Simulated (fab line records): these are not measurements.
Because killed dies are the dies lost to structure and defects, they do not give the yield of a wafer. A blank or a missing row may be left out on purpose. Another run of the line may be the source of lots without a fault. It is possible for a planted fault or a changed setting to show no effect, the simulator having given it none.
fab line records	flow n5_finfet
[record] lots = 24	wafers = 72	last_day = 18
route steps=1938 shown BEOL_M11@1575 BEOL_M12@1602
lots that met no fault: from a run of the same line without faults
start_h: hours from the record's opening day to when the first of the lot's shown wafers began	wait_h: hours elapsed since this lot's preceding step	" same as the row above	L1.1+2: one row covering several wafers at once	- either no value or no given start	* or withheld: withheld	< > ~ a bound
route shown NAME@n: names a module that has steps shown in the file, with the first one's number in the route	usual: average and standard deviation across the fault-free wafers	same: alike in all rows	chamber/n: place in a boat	sites: each site's reading	_std_site: the values' standard deviation	_edge_site: mean of outer sites minus mean of inner sites	radius_mm: how far each site lies from the wafer's centre	mask NAME#n: copy n	behind: the last tool/chamber to shape the wafer	hold: why the lot was held/for how many hours/how that ended	device: whichever transistor did not switch (one of n, p or np)	end of line: tests run on the same wafers once the route is complete	step lacking rows: just its recipe	killed: dies that structure and defects cost at the first sort, which is not the same as the wafer's yield	map: shows each die of a wafer: x if killed, . if not, _ if none is there
set.NAME: the setting that was run; set.NAME@STEP: the one run at that earlier step	model.NAME: the simulator's own value behind a step, which no gauge read
steps of the route over a sample of lots; a table a step, a row a wafer
services: the hour from which a tool's chamber was out of use, counted from the record's first day as start_h (under 0 if before that day), plus the number of hours and why
[[steps]]
[step N5_BEOL_M11_VIA_ETCH_34]
[recipe] chemistry = C4F6/O2	target = SiCOH_lowk	target_depth_a = 1845	mask_material = SOC	taper_deg = 4	time_s = 69.2	ion_energy_ev = 250	pressure_mtorr = 30	source_w = 345	bias_w = 185	Ar_flow_sccm = 300	C4F6_flow_sccm = 10	O2_flow_sccm = 10
[usual] drypump_motor_current_A = 5.7/0.5	oes_product_au = 0.80/0.082	rf_vpp_V = 667/20	showerhead_plenum_p_Torr = 2.84/0.088	throttle_valve_pct = 20.9/0.35
lot.wafer	tool	chamber	start_h	wait_h	drypump_motor_current_A	oes_product_au	rf_hours_counter_h	rf_vpp_V	showerhead_plenum_p_Torr	throttle_valve_pct
L074.1	rie_diel-02	0	246.03	0.0	6.0	0.74	193	649	2.83	21.4
L074.3	"	2	"	"	5.8	0.66	246	677	2.79	20.6
L074.5	"	0	"	"	6.0	0.74	-	651	2.83	21.4
L075.3	rie_diel-04	1	250.11	0.0	6.5	0.77	127	707	2.82	20.4
L075.4	"	0	"	"	5.6	0.92	12	650	2.79	21.0
L075.6	"	2	"	"	6.1	0.67	-	665	2.93	21.4
L076.1	rie_diel-06	0	259.61	0.0	5.4	0.80	86	672	2.76	21.1
L076.3	"	2	"	"	4.8	0.87	25	660	2.94	20.8
L076.6	"	2	"	"	4.8	0.88	-	659	2.94	20.8
L077.1	rie_diel-02	2	260.53	0.0	5.8	0.65	249	677	2.79	20.6
L077.3	"	0	"	"	6.0	0.74	198	651	2.83	21.4
L077.5	"	0	"	"	6.0	0.74	-	650	2.83	21.4
L079.3	rie_diel-04	0	271.88	0.0	5.6	0.90	17	650	2.79	21.0
L079.4	"	1	"	"	6.5	0.75	135	707	2.82	20.4
L079.6	"	3	"	"	5.3	0.68	-	673	2.95	21.0
L078.2	rie_diel-02	3	272.18	0.0	5.1	0.76	155	678	2.76	21.5
L078.4	"	0	"	"	6.0	0.72	-	649	2.83	21.4
L078.5	"	1	"	"	5.9	0.80	-	639	2.75	20.6
L080.1	rie_diel-06	1	272.21	0.0	5.2	0.93	12	695	3.03	20.7
L080.2	"	3	"	"	5.3	0.71	202	651	2.72	21.3
L080.6	"	1	"	"	5.2	0.94	-	694	3.03	20.7
L081.2	rie_diel-02	2	288.51	0.0	5.8	0.97	3	677	2.79	20.4
L081.4	"	1	"	"	5.9	0.79	103	639	2.75	20.6
L081.5	"	3	"	"	5.1	0.75	-	679	2.75	21.5
L082.2	rie_diel-02	2	292.91	0.0	5.8	0.96	4	676	2.79	20.4
L082.4	"	3	"	"	5.1	0.74	163	679	2.75	21.5
L082.6	"	1	"	"	5.9	0.79	-	639	2.75	20.6
L083.2	rie_diel-06	1	301.20	0.0	5.1	0.89	22	692	3.02	20.7
L083.4	"	2	"	"	4.8	0.85	38	658	2.93	20.8
L083.5	"	1	"	"	5.1	0.90	-	694	3.02	20.7
L084.1	rie_diel-04	1	301.29	0.0	6.5	0.75	148	708	2.81	20.4
L084.3	"	3	"	"	5.3	0.68	239	675	2.95	21.0
L084.4	"	3	"	"	5.3	0.68	-	674	2.95	20.9
L085.3	rie_diel-02	3	319.37	0.0	5.1	0.74	172	677	2.75	21.6
L085.5	"	1	"	"	5.9	0.80	-	640	2.74	20.6
L085.6	"	0	"	"	6.0	0.72	-	649	2.82	21.4
L087.2	rie_diel-02	1	324.48	0.0	5.9	0.79	115	638	2.74	20.6
L087.4	"	2	"	"	5.8	0.92	14	676	2.78	20.4
L087.6	"	3	"	"	5.1	0.75	-	678	2.75	21.6
L088.2	rie_diel-04	1	324.89	0.0	6.5	0.75	154	706	2.81	20.5
L088.3	"	0	"	"	5.5	0.87	37	650	2.78	21.0
L088.5	"	1	"	"	6.5	0.75	-	708	2.81	20.5
L086.1	rie_diel-02	2	324.94	0.0	5.8	0.91	14	675	2.78	20.4
L086.2	"	0	"	"	6.0	0.72	222	649	2.82	21.4
L086.5	"	1	"	"	5.9	0.79	-	638	2.74	20.6
L089.2	rie_diel-04	2	325.86	0.0	6.1	0.93	7	666	2.93	21.0
L089.4	"	0	"	"	5.6	0.86	38	649	2.78	21.0
L089.6	"	2	"	"	6.1	0.93	-	666	2.93	20.9
L091.2	rie_diel-04	2	335.60	0.0	6.1	0.93	9	666	2.92	20.9
L091.4	"	1	"	"	6.5	0.75	157	705	2.81	20.5
L091.6	"	2	"	"	6.1	0.93	-	666	2.92	21.0
L090.1	rie_diel-02	1	339.20	0.0	5.9	0.79	119	636	2.74	20.7
L090.5	"	0	"	"	5.9	0.72	-	650	2.82	21.4
L090.6	"	1	"	"	5.9	0.79	-	637	2.74	20.7
L092.2	rie_diel-06	1	348.26	0.0	5.1	0.89	39	694	3.01	20.7
L092.5	"	1	"	"	5.1	0.87	-	694	3.01	20.7
L092.6	"	0	"	"	5.3	0.77	-	671	2.74	21.1
L093.3	rie_diel-06	0	353.67	0.0	5.3	0.77	117	672	2.74	21.1
L093.4	"	0	"	"	5.3	0.77	-	671	2.74	21.1
L093.5	"	2	"	"	4.8	0.84	-	660	2.92	20.8
L094.4	rie_diel-04	1	361.07	0.0	6.5	0.75	-	706	2.80	20.5
L094.5	"	2	"	"	6.1	0.90	-	665	2.92	21.0
L094.6	"	0	"	"	5.6	0.85	-	650	2.77	21.0
L095.1	rie_diel-06	1	371.19	0.0	5.2	0.86	47	693	3.01	20.7
L095.5	"	1	"	"	5.1	0.87	-	694	3.01	20.7
L095.6	"	2	"	"	4.8	0.83	-	658	2.92	20.9
L097.1	rie_diel-04	2	389.60	0.0	6.1	0.89	30	666	2.92	21.0
L097.4	"	2	"	"	6.1	0.88	-	665	2.92	21.0
L097.5	"	3	"	"	5.3	0.95	-	674	2.94	20.6
L096.1	rie_diel-04	0	392.74	0.0	5.5	0.82	60	649	2.77	21.0
L096.2	"	2	"	"	6.1	0.87	31	664	2.91	21.0
L096.3	"	3	"	"	5.3	0.93	9	674	2.94	20.6
[step N5_BEOL_M11_OCD_MEAS_38]
[usual] trench_depth_nm = 148.5/2.2
lot.wafer	tool	chamber	start_h	wait_h	trench_depth_nm
L074.1	ocd-02	-	246.31	-	149.1
L074.3	"	-	"	"	144.8
L074.5	"	-	"	"	149.4
L075.3	ocd-01	-	250.40	-	151.3
L075.4	"	-	"	"	148.7
L075.6	"	-	"	"	149.7
L076.1	ocd-01	-	259.90	-	148.6
L076.3	"	-	"	"	144.8
L076.6	"	-	"	"	146.0
L077.1	ocd-02	-	260.82	-	143.7
L077.3	"	-	"	"	149.8
L077.5	"	-	"	"	149.9
L079.3	ocd-02	-	272.16	-	147.0
L079.4	"	-	"	"	145.6
L079.6	"	-	"	"	144.8
L078.2	ocd-02	-	272.46	-	151.8
L078.4	"	-	"	"	149.0
L078.5	"	-	"	"	151.0
L080.1	ocd-01	-	272.51	-	151.2
L080.2	"	-	"	"	148.9
L080.6	"	-	"	"	151.1
L081.2	ocd-01	-	288.79	-	150.9
L081.4	"	-	"	"	151.4
L081.5	"	-	"	"	150.8
L082.2	ocd-02	-	293.20	-	151.7
L082.4	"	-	"	"	151.0
L082.6	"	-	"	"	150.0
L083.2	ocd-02	-	301.49	-	151.1
L083.4	"	-	"	"	145.1
L083.5	"	-	"	"	151.5
L084.1	ocd-02	-	301.58	-	145.6
L084.3	"	-	"	"	146.6
L084.4	"	-	"	"	146.2
L085.3	ocd-01	-	319.65	-	150.1
L085.5	"	-	"	"	150.8
L085.6	"	-	"	"	148.3
L087.2	ocd-02	-	324.76	-	149.8
L087.4	"	-	"	"	151.1
L087.6	"	-	"	"	149.5
L088.2	ocd-02	-	325.17	-	148.6
L088.3	"	-	"	"	145.9
L088.5	"	-	"	"	147.5
L086.1	ocd-02	-	325.23	-	151.1
L086.2	"	-	"	"	150.2
L086.5	"	-	"	"	153.6
L089.2	ocd-02	-	326.15	-	144.6
L089.4	"	-	"	"	145.4
L089.6	"	-	"	"	144.9
L091.2	ocd-01	-	335.88	-	149.2
L091.4	"	-	"	"	151.3
L091.6	"	-	"	"	149.1
L090.1	ocd-01	-	339.49	-	151.4
L090.5	"	-	"	"	148.4
L090.6	"	-	"	"	150.2
L092.2	ocd-01	-	348.54	-	150.5
L092.5	"	-	"	"	149.5
L092.6	"	-	"	"	147.2
L093.3	ocd-01	-	353.96	-	147.4
L093.4	"	-	"	"	147.8
L093.5	"	-	"	"	145.7
L094.4	ocd-01	-	361.34	-	148.0
L094.5	"	-	"	"	148.9
L094.6	"	-	"	"	147.1
L095.1	ocd-01	-	371.48	-	150.8
L095.5	"	-	"	"	150.1
L095.6	"	-	"	"	146.6
L097.1	ocd-01	-	389.89	-	146.7
L097.4	"	-	"	"	147.3
L097.5	"	-	"	"	151.9
L096.1	ocd-01	-	393.02	-	146.5
L096.2	"	-	"	"	148.2
L096.3	"	-	"	"	151.1
[step N5_BEOL_M11_CD_MEAS_35]
[recipe] target_cd_nm = 70	polarity = opening
[usual] cd_nm = 70.0/0.9
lot.wafer	tool	chamber	start_h	wait_h	cd_nm
L074.1	cd_sem-01	-	246.46	0.0	71.0
L074.3	"	-	"	"	69.1
L074.5	"	-	"	"	69.5
L075.3	cd_sem-03	-	250.55	0.0	71.3
L075.4	"	-	"	"	71.6
L075.6	"	-	"	"	69.2
L076.1	cd_sem-01	-	260.05	0.0	71.2
L076.3	"	-	"	"	69.8
L076.6	"	-	"	"	70.2
L077.1	cd_sem-02	-	260.98	0.0	68.5
L077.3	"	-	"	"	69.2
L077.5	"	-	"	"	69.6
L079.3	cd_sem-02	-	272.41	0.0	70.9
L079.4	"	-	"	"	70.0
L079.6	"	-	"	"	70.6
L078.2	cd_sem-03	-	272.62	0.0	69.5
L078.4	"	-	"	"	69.3
L078.5	"	-	"	"	70.0
L080.1	cd_sem-02	-	272.76	0.0	71.1
L080.2	"	-	"	"	71.6
L080.6	"	-	"	"	70.6
L081.2	cd_sem-03	-	288.96	0.0	69.5
L081.4	"	-	"	"	69.6
L081.5	"	-	"	"	69.7
L082.2	cd_sem-03	-	293.35	0.0	69.6
L082.4	"	-	"	"	70.7
L082.6	"	-	"	"	70.8
L083.2	cd_sem-03	-	301.64	0.0	70.6
L083.4	"	-	"	"	72.0
L083.5	"	-	"	"	71.4
L084.1	cd_sem-02	-	301.73	0.0	69.1
L084.3	"	-	"	"	69.0
L084.4	"	-	"	"	69.3
L085.3	cd_sem-02	-	319.81	0.0	69.1
L085.5	"	-	"	"	70.0
L085.6	"	-	"	"	70.1
L087.2	cd_sem-03	-	324.93	0.0	69.3
L087.4	"	-	"	"	68.6
L087.6	"	-	"	"	69.6
L088.2	cd_sem-03	-	325.33	0.0	69.8
L088.3	"	-	"	"	71.3
L088.5	"	-	"	"	71.5
L086.1	cd_sem-03	-	325.39	0.0	71.5
L086.2	"	-	"	"	71.7
L086.5	"	-	"	"	71.3
L089.2	cd_sem-03	-	326.30	0.0	70.0
L089.4	"	-	"	"	70.4
L089.6	"	-	"	"	70.4
L091.2	cd_sem-01	-	336.04	0.0	70.5
L091.4	"	-	"	"	70.2
L091.6	"	-	"	"	70.8
L090.1	cd_sem-02	-	339.64	0.0	70.2
L090.5	"	-	"	"	70.1
L090.6	"	-	"	"	69.3
L092.2	cd_sem-01	-	348.70	0.0	69.4
L092.5	"	-	"	"	68.9
L092.6	"	-	"	"	68.9
L093.3	cd_sem-03	-	354.11	0.0	69.4
L093.4	"	-	"	"	70.2
L093.5	"	-	"	"	69.5
L094.4	cd_sem-02	-	361.50	0.0	69.1
L094.5	"	-	"	"	68.9
L094.6	"	-	"	"	70.1
L095.1	cd_sem-02	-	371.63	0.0	71.3
L095.5	"	-	"	"	71.0
L095.6	"	-	"	"	70.3
L097.1	cd_sem-01	-	390.05	0.0	69.6
L097.4	"	-	"	"	70.1
L097.5	"	-	"	"	69.0
L096.1	cd_sem-02	-	393.18	0.0	69.6
L096.2	"	-	"	"	69.5
L096.3	"	-	"	"	68.9
[step N5_BEOL_M11_RS_MEAS_57]
[recipe] thk_meas_gauge = four-point-probe	reads = Cu_of_BEOL_M11_ECD_50+Co_of_BEOL_M11_CVD_75+TaN_of_BEOL_M11_ALD_74
[usual] M11_RS = 0.1521/0.0027
lot.wafer	tool	chamber	start_h	wait_h	M11_RS[ohm/sq]
L074.1	film_metro-02	-	248.53	0.0	0.1514
L074.3	"	-	"	"	0.1560
L074.5	"	-	"	"	0.1526
L075.3	film_metro-01	-	253.22	0.0	0.1493
L075.4	"	-	"	"	0.1510
L075.6	"	-	"	"	0.1515
L076.1	film_metro-01	-	262.69	0.0	0.1547
L076.3	"	-	"	"	0.1547
L076.6	"	-	"	"	0.1551
L077.1	film_metro-02	-	266.39	0.0	0.1575
L077.3	"	-	"	"	0.1517
L077.5	"	-	"	"	0.1514
L079.3	film_metro-02	-	274.77	0.0	0.1534
L079.4	"	-	"	"	0.1559
L079.6	"	-	"	"	0.1564
L078.2	film_metro-02	-	275.31	0.0	0.1518
L078.4	"	-	"	"	0.1519
L078.5	"	-	"	"	0.1499
L080.1	film_metro-01	-	275.65	0.0	0.1516
L080.2	"	-	"	"	0.1497
L080.6	"	-	"	"	0.1496
L081.2	film_metro-02	-	293.12	0.0	0.1508
L081.4	"	-	"	"	0.1491
L081.5	"	-	"	"	0.1493
L082.2	film_metro-02	-	296.06	0.0	0.1474
L082.4	"	-	"	"	0.1499
L082.6	"	-	"	"	0.1507
L083.2	film_metro-01	-	305.00	0.1	0.1504
L083.4	"	-	"	"	0.1523
L083.5	"	-	"	"	0.1488
L084.1	film_metro-01	-	305.24	0.0	0.1546
L084.3	"	-	"	"	0.1565
L084.4	"	-	"	"	0.1540
L085.3	film_metro-02	-	322.66	0.0	0.1500
L085.5	"	-	"	"	0.1486
L085.6	"	-	"	"	0.1517
L087.2	film_metro-01	-	327.40	0.0	0.1514
L087.4	"	-	"	"	0.1483
L087.6	"	-	"	"	0.1505
L088.2	film_metro-02	-	327.94	0.0	0.1523
L088.3	"	-	"	"	0.1558
L088.5	"	-	"	"	0.1546
L086.1	film_metro-01	-	328.40	0.0	0.1476
L086.2	"	-	"	"	0.1529
L086.5	"	-	"	"	0.1476
L089.2	film_metro-01	-	329.28	0.0	0.1567
L089.4	"	-	"	"	0.1590
L089.6	"	-	"	"	0.1549
L091.2	film_metro-02	-	338.87	0.0	0.1500
L091.4	"	-	"	"	0.1496
L091.6	"	-	"	"	0.1510
L090.1	film_metro-02	-	342.47	0.0	0.1479
L090.5	"	-	"	"	0.1513
L090.6	"	-	"	"	0.1509
L092.2	film_metro-02	-	355.92	0.1	0.1510
L092.5	"	-	"	"	0.1519
L092.6	"	-	"	"	0.1523
L093.3	film_metro-01	-	356.49	0.0	0.1548
L093.4	"	-	"	"	0.1548
L093.5	"	-	"	"	0.1559
L094.4	film_metro-01	-	364.03	0.0	0.1502
L094.5	"	-	"	"	0.1520
L094.6	"	-	"	"	0.1534
L095.1	film_metro-01	-	374.06	0.0	0.1492
L095.5	"	-	"	"	0.1496
L095.6	"	-	"	"	0.1524
L097.1	film_metro-02	-	392.01	0.1	0.1524
L097.4	"	-	"	"	0.1545
L097.5	"	-	"	"	0.1470
L096.1	film_metro-02	-	396.83	0.1	0.1554
L096.2	"	-	"	"	0.1549
L096.3	"	-	"	"	0.1502
[step N5_BEOL_M12_ILD_DEP_00]
[recipe] material = SiOC	target_thk_a = 6589.2	temp_c = 350	precursor = DEMS/O2	pressure_torr = 5	rf_w = 500	time_s = 130.7
[usual] heater_power_w = 491/71	showerhead_plenum_p_Torr = 5.696/0.015	throttle_valve_pct = 11.9/0.79
lot.wafer	tool	chamber	start_h	wait_h	heater_power_w	showerhead_plenum_p_Torr	throttle_valve_pct
L074.1	pecvd-01	1	248.60	0.0	497	5.679	12.4
L074.3	"	0	"	"	604	5.707	11.4
L074.5	"	2	"	"	451	5.708	10.5
L075.3	pecvd-02	2	253.28	0.0	463	5.711	11.6
L075.4	"	1	"	"	450	5.708	13.5
L075.6	"	0	"	"	426	5.693	12.3
L076.1	pecvd-01	0	262.76	0.0	533	5.681	11.1
L076.3	"	2	"	"	438	5.684	10.7
L076.6	"	0	"	"	598	5.694	11.0
L077.1	pecvd-02	0	266.45	0.0	518	5.699	12.4
L077.3	"	1	"	"	416	5.724	12.9
L077.5	"	1	"	"	420	5.718	13.3
L079.3	pecvd-01	0	274.83	0.0	606	5.688	11.5
L079.4	"	1	"	"	516	5.688	12.8
L079.6	"	2	"	"	470	5.682	10.7
L078.2	pecvd-02	2	275.37	0.0	471	5.711	11.8
L078.4	"	2	"	"	375	5.719	11.9
L078.5	"	0	"	"	525	5.708	12.1
L080.1	pecvd-01	0	275.71	0.0	561	5.685	11.6
L080.2	"	2	"	"	480	5.688	10.7
L080.6	"	2	"	"	383	5.689	10.7
L081.2	pecvd-01	0	293.18	0.0	608	5.691	11.4
L081.4	"	1	"	"	469	5.690	12.8
L081.5	"	2	"	"	477	5.687	10.5
L082.2	pecvd-02	2	296.12	0.0	445	5.706	11.5
L082.4	"	1	"	"	440	5.723	13.1
L082.6	"	0	"	"	483	5.715	12.2
L083.2	pecvd-01	0	305.06	0.0	603	5.697	11.4
L083.4	"	2	"	"	424	5.693	10.6
L083.5	"	0	"	"	592	5.699	11.2
L084.1	pecvd-01	1	305.30	0.0	476	5.676	12.7
L084.3	"	0	"	"	599	5.697	11.2
L084.4	"	2	"	"	433	5.695	10.4
L085.3	pecvd-02	1	322.72	0.0	454	5.713	13.1
L085.5	"	2	"	"	382	5.699	11.7
L085.6	"	0	"	"	429	5.704	12.2
L087.2	pecvd-01	1	327.46	0.0	500	5.682	12.7
L087.4	"	1	"	"	488	5.678	12.6
L087.6	"	2	"	"	473	5.674	10.7
L088.2	pecvd-03	2	328.00	0.0	606	5.715	11.4
L088.3	"	1	"	"	503	5.688	12.0
L088.5	"	1	"	"	518	5.683	11.9
L086.1	pecvd-03	1	328.46	0.0	475	5.670	12.0
L086.2	"	0	"	"	544	5.679	12.1
L086.5	"	0	"	"	581	5.674	12.1
L089.2	pecvd-03	1	329.35	0.0	497	5.661	12.2
L089.4	"	2	"	"	557	5.717	11.3
L089.6	"	1	"	"	509	5.681	11.9
L091.2	pecvd-01	2	339.04	0.1	445	5.693	10.8
L091.4	"	0	"	"	583	5.709	11.6
L091.6	"	1	"	"	503	5.684	13.0
L090.1	pecvd-01	1	342.63	0.0	441	5.678	12.5
L090.5	"	1	"	"	473	5.671	12.6
L090.6	"	0	"	"	497	5.701	11.2
L092.2	pecvd-02	0	355.98	0.0	534	5.697	12.3
L092.5	"	1	"	"	355	5.718	13.1
L092.6	"	2	"	"	383	5.709	12.0
L093.3	pecvd-02	1	356.55	0.0	443	5.708	13.0
L093.4	"	1	"	"	459	5.719	13.2
L093.5	"	0	"	"	502	5.688	12.2
L094.4	pecvd-03	1	364.14	0.1	456	5.682	11.8
L094.5	"	0	"	"	530	5.681	12.0
L094.6	"	2	"	"	606	5.722	11.0
L095.1	pecvd-02	2	374.12	0.0	406	5.703	11.9
L095.5	"	0	"	"	528	5.708	12.0
L095.6	"	1	"	"	394	5.710	13.0
L097.1	pecvd-03	1	392.08	0.0	462	5.671	12.0
L097.4	"	0	"	"	653	5.681	12.2
L097.5	"	2	"	"	608	5.712	11.1
L096.1	pecvd-01	0	396.89	0.0	586	5.698	11.3
L096.2	"	1	"	"	497	5.681	12.9
L096.3	"	2	"	"	484	5.693	10.9
[step N5_BEOL_M12_ETCH_68]
[recipe] chemistry = N2/H2	target = SOC	mask_material = SiARC	source_w = 3000	bias_w = 350	temp_c = 40	time_s = 285	ion_energy_ev = 200	pressure_mtorr = 30	n2_flow_sccm = 200	h2_flow_sccm = 200
[usual] drypump_motor_current_A = 5.7/0.34	n2_flow_sccm = 199.9/0.68	oes_product_au = 0.80/0.08	rf_vpp_V = 524.5/2.6	showerhead_plenum_p_Torr = 2.56/0.087	throttle_valve_pct = 17.78/0.25
lot.wafer	tool	chamber	start_h	wait_h	drypump_motor_current_A	n2_flow_sccm	oes_product_au	rf_hours_counter_h	rf_vpp_V	showerhead_plenum_p_Torr	throttle_valve_pct
L074.1	rie_diel-03	1	250.37	0.1	5.4	199.4	0.69	240	520.4	2.37	17.83
L074.3	"	0	"	"	5.5	199.9	0.69	220	525.6	2.61	18.19
L074.5	"	2	"	"	5.7	199.6	0.73	-	520.1	2.43	17.89
L075.3	rie_diel-01	0	255.04	0.1	6.2	200.9	0.75	154	524.1	2.52	17.79
L075.4	"	1	"	"	5.9	199.2	0.76	136	527.3	2.65	17.60
L075.6	"	3	"	"	5.1	200.1	0.89	-	528.1	2.70	17.52
L076.1	rie_diel-05	3	265.03	0.1	5.3	199.6	0.89	36	523.0	2.47	17.94
L076.3	"	2	"	"	5.9	200.0	0.89	45	522.1	2.50	18.27
L076.6	"	2	"	"	5.9	198.9	0.88	-	524.0	2.50	18.27
L077.1	rie_diel-01	2	268.06	0.1	6.2	199.8	0.90	49	525.3	2.57	17.68
L077.3	"	3	"	"	5.2	199.6	0.88	32	528.2	2.69	17.52
L077.5	"	0	"	"	6.2	200.3	0.76	-	524.4	2.52	17.80
L079.3	rie_diel-05	2	276.67	0.1	5.9	199.2	0.89	49	522.8	2.50	18.30
L079.4	"	0	"	"	5.8	200.9	0.73	211	522.9	2.51	17.80
L079.6	"	0	"	"	5.8	201.5	0.73	-	523.4	2.51	17.79
L078.2	rie_diel-03	0	277.23	0.1	5.6	199.3	0.68	229	524.5	2.60	18.19
L078.4	"	0	"	"	5.6	200.0	0.68	-	526.8	2.60	18.20
L078.5	"	2	"	"	5.7	200.0	0.73	-	521.1	2.42	17.91
L080.1	rie_diel-01	2	277.45	0.1	6.2	197.7	0.89	52	525.1	2.57	17.68
L080.2	"	3	"	"	5.2	200.2	0.88	35	528.1	2.69	17.53
L080.6	"	3	"	"	5.2	199.3	0.89	-	528.5	2.69	17.53
L081.2	rie_diel-05	0	294.98	0.1	5.8	199.4	0.72	219	524.0	2.51	17.81
L081.4	"	0	"	"	5.8	199.6	0.73	-	524.2	2.51	17.81
L081.5	"	3	"	"	5.3	200.6	0.87	-	523.0	2.47	17.97
L082.2	rie_diel-03	2	297.89	0.1	5.7	199.7	0.72	210	519.8	2.42	17.93
L082.4	"	1	"	"	5.4	200.3	0.99	-	528.1	2.68	17.53
L082.6	"	3	"	"	5.6	200.2	0.78	-	524.8	2.56	17.67
L083.2	rie_diel-01	0	306.80	0.1	6.2	199.0	0.74	173	524.2	2.52	17.83
L083.4	"	0	"	"	6.2	199.3	0.73	-	523.7	2.52	17.83
L083.5	"	1	"	"	5.9	200.4	0.74	-	525.2	2.64	17.63
L084.1	rie_diel-03	0	307.06	0.1	5.6	199.5	0.67	236	526.8	2.60	18.21
L084.3	"	1	"	"	5.4	201.2	0.97	4	527.9	2.68	17.55
L084.4	"	2	"	"	5.8	199.5	0.73	214	520.3	2.42	17.93
L085.3	rie_diel-03	0	324.48	0.1	5.6	200.2	0.67	243	525.8	2.60	18.22
L085.5	"	1	"	"	5.4	200.4	0.94	-	528.6	2.67	17.56
L085.6	"	0	"	"	5.6	201.0	0.67	-	525.4	2.60	18.22
L087.2	rie_diel-03	0	329.13	0.1	5.5	199.3	0.67	245	525.0	2.60	18.22
L087.4	"	2	"	"	5.7	199.9	0.71	221	521.0	2.42	17.94
L087.6	"	1	"	"	5.4	199.6	0.94	-	528.2	2.67	17.56
L088.2	rie_diel-03	1	329.62	0.1	5.4	198.8	0.93	13	530.2	2.67	17.57
L088.3	"	0	"	"	5.6	200.0	0.67	245	525.7	2.60	18.23
L088.5	"	3	"	"	5.6	199.4	0.78	-	523.6	2.55	17.68
L086.1	rie_diel-01	3	330.12	0.1	5.1	200.8	0.86	47	527.9	2.69	17.56
L086.2	"	1	"	"	5.9	199.2	0.72	165	526.3	2.63	17.66
L086.5	"	2	"	"	6.2	201.0	0.87	-	525.1	2.56	17.72
L089.2	rie_diel-05	3	330.96	0.1	5.3	199.3	0.84	63	521.4	2.46	17.98
L089.4	"	2	"	"	5.8	200.3	0.84	74	521.9	2.49	18.32
L089.6	"	0	"	"	5.8	200.4	0.72	-	523.3	2.50	17.82
L091.2	rie_diel-03	3	340.88	0.1	5.6	199.2	0.78	123	524.0	2.55	17.71
L091.4	"	2	"	"	5.7	198.9	0.71	-	520.8	2.42	17.95
L091.6	"	1	"	"	5.4	200.3	0.91	-	527.8	2.67	17.56
L090.1	rie_diel-01	0	344.32	0.1	6.2	199.4	0.75	185	523.5	2.51	17.84
L090.5	"	3	"	"	5.1	199.1	0.86	-	528.2	2.69	17.56
L090.6	"	0	"	"	6.2	199.2	0.74	-	524.6	2.51	17.85
L092.2	rie_diel-03	3	357.98	0.1	5.6	200.0	0.77	131	524.2	2.55	17.72
L092.5	"	2	"	"	5.7	199.8	0.70	-	520.1	2.41	17.96
L092.6	"	3	"	"	5.6	200.4	0.77	-	523.5	2.55	17.71
L093.3	rie_diel-05	2	359.75	0.1	5.9	200.1	0.83	86	523.1	2.49	18.35
L093.4	"	0	"	"	5.8	200.7	0.71	242	522.4	2.50	17.85
L093.5	"	2	"	"	5.8	200.0	0.83	-	522.3	2.49	18.33
L094.4	rie_diel-01	2	366.68	0.1	6.2	199.5	0.86	80	525.6	2.56	17.73
L094.5	"	2	"	"	6.2	200.5	0.86	-	523.9	2.56	17.73
L094.6	"	3	"	"	5.1	200.1	0.86	-	527.9	2.68	17.56
L095.1	rie_diel-01	3	376.23	0.1	5.1	199.7	0.85	61	528.1	2.68	17.57
L095.5	"	1	"	"	5.9	200.2	0.72	-	525.3	2.63	17.69
L095.6	"	3	"	"	5.1	199.4	0.85	-	528.1	2.68	17.57
L097.1	rie_diel-05	3	393.97	0.1	5.3	199.8	0.81	88	520.4	2.45	18.03
L097.4	"	3	"	"	5.3	200.4	0.81	-	520.6	2.45	18.03
L097.5	"	2	"	"	5.9	200.6	0.80	-	522.4	2.48	18.38
L096.1	rie_diel-01	1	399.34	0.1	5.9	200.0	0.71	187	525.6	2.63	17.70
L096.2	"	3	"	"	5.1	201.1	0.83	69	529.7	2.68	17.57
L096.3	"	0	"	"	6.2	199.9	0.74	197	521.6	2.51	17.86
[[services]]
tool	chamber	start_h	hours	kind
pecvd-01	1	234.87	10.4	repair
pecvd-02	-	240.78	1.8	repair
rie_diel-02	3	243.66	9.1	repair
rie_diel-02	2	249.10	3.6	repair
rie_diel-03	-	253.52	0.4	repair
rie_diel-05	0	265.47	8.7	repair
rie_diel-06	-	266.11	2.8	pm
rie_diel-04	0	266.58	4.5	repair
rie_diel-05	2	279.25	2.4	repair
rie_diel-01	3	288.67	23.6	repair
rie_diel-03	0	293.22	10.1	repair
pecvd-02	2	301.11	4.4	repair
pecvd-02	-	313.43	2.2	repair
rie_diel-01	0	317.16	9.8	repair
rie_diel-03	0	336.21	4.9	repair
rie_diel-01	-	349.21	14.6	pm
rie_diel-03	3	359.58	7.1	repair
rie_diel-01	0	372.32	7.8	repair
pecvd-02	-	376.41	2.8	pm
rie_diel-03	0	390.45	5.0	repair
rie_diel-04	1	393.86	2.4	repair
rie_diel-01	-	394.50	2.8	pm
rie_diel-03	-	396.96	2.8	pm
pecvd-02	0	397.09	3.0	repair
[[key]]
fault none
